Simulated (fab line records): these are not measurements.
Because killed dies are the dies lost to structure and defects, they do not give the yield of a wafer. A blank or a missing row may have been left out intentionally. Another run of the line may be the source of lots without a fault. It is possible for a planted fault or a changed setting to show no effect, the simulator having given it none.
Chamber matching + flow n5-finfet + N5_BEOL_M2_STRIP_66 on rie-diel-03 has 4 sister chambers
The step strips in CF4. 20 wafers are shown with their chamber, then 10 later ones without.

## WAFERS WITH THEIR CHAMBER
| wafer  | chamber | showerhead-plenum-p-Torr (Torr) | drypump-motor-current-A (A) | throttle-valve-pct (%) |
|--------|---------|---------------------------------|-----------------------------|------------------------|
| L075.2 | 0       | 1.79                            | 5.6                         | 13.48                  |
| L075.5 | 0       | 1.79                            | 5.6                         | 13.47                  |
| L075.6 | 3       | 1.69                            | 5.7                         | 13.87                  |
| L076.1 | 3       | 1.69                            | 5.7                         | 13.88                  |
| L076.4 | 0       | 1.79                            | 5.6                         | 13.50                  |
| L076.6 | 0       | 1.79                            | 5.6                         | 13.50                  |
| L079.3 | 0       | 1.79                            | 5.6                         | 13.51                  |
| L079.4 | 0       | 1.79                            | 5.6                         | 13.49                  |
| L079.6 | 2       | 1.80                            | 5.4                         | 13.33                  |
| L078.1 | 1       | 1.83                            | 5.3                         | 13.39                  |
| L078.2 | 2       | 1.80                            | 5.5                         | 13.34                  |
| L078.5 | 0       | 1.79                            | 5.6                         | 13.54                  |
| L081.1 | 0       | 1.79                            | 5.6                         | 13.53                  |
| L081.5 | 0       | 1.78                            | 5.6                         | 13.54                  |
| L081.6 | 1       | 1.83                            | 5.3                         | 13.40                  |
| L086.1 | 2       | 1.80                            | 5.4                         | 13.38                  |
| L086.3 | 1       | 1.82                            | 5.3                         | 13.43                  |
| L086.5 | 1       | 1.82                            | 5.3                         | 13.40                  |
| L088.1 | 1       | 1.82                            | 5.3                         | 13.44                  |
| L088.3 | 2       | 1.79                            | 5.4                         | 13.37                  |

SIGNATURES (averages over the wafers above)
| reading                  | chamber 0 | chamber 1 | chamber 2 | chamber 3 | scatter within a chamber |
|--------------------------|-----------|-----------|-----------|-----------|--------------------------|
| showerhead-plenum-p-Torr | 1.7889    | 1.8240    | 1.7975    | 1.6900    | 0.00421                  |
| drypump-motor-current-A  | 5.600     | 5.300     | 5.425     | 5.700     | 0.0217                   |
| throttle-valve-pct       | 13.5067   | 13.4120   | 13.3550   | 13.8750   | 0.0235                   |
Rule: a wafer's distance from a chamber is the root of the sum, over the readings, of the square of ((its reading less the chamber's mean) divided by the reading's scatter). If the next closest chamber is less than 2 further off than the closest, the wafer can't be placed; otherwise it belongs to the closest. The scatter is the square root of a quotient: the sum, over the shown wafers, of each reading's squared deviation from its chamber's mean, divided by wafers minus chambers.

## WAFERS MISSING THEIR CHAMBER
| wafer  | showerhead-plenum-p-Torr (Torr) | drypump-motor-current-A (A) | throttle-valve-pct (%) |
|--------|---------------------------------|-----------------------------|------------------------|
| L088.4 | 1.89                            | 5.7                         | 13.35                  |
| L093.1 | 1.89                            | 5.7                         | 13.35                  |
| L093.3 | 1.78                            | 5.6                         | 13.57                  |
| L093.6 | 1.89                            | 5.7                         | 13.38                  |
| L095.1 | 1.82                            | 5.3                         | 13.46                  |
| L095.3 | 1.79                            | 5.4                         | 13.41                  |
| L095.4 | 1.89                            | 5.7                         | 13.37                  |
| L096.1 | 1.79                            | 5.4                         | 13.44                  |
| L096.3 | 1.82                            | 5.3                         | 13.46                  |
| L096.5 | 1.78                            | 5.6                         | 13.59                  |

## EACH ONE'S CHAMBER
| wafer  | from the rows above          | in truth |
|--------|------------------------------|----------|
| L088.4 | can't be placed: 1 or 0 or 2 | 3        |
| L093.1 | can't be placed: 1 or 0 or 2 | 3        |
| L093.3 | 0                            | 0        |
| L093.6 | can't be placed: 1 or 0 or 2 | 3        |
| L095.1 | 1                            | 1        |
| L095.3 | 2                            | 2        |
| L095.4 | can't be placed: 1 or 0 or 2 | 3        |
| L096.1 | 2                            | 2        |
| L096.3 | 1                            | 1        |
| L096.5 | 0                            | 0        |
6 of 10 placed correctly. These rows do not allow placing 4 (true chamber among the candidates in 0). Placed wrongly: 0.
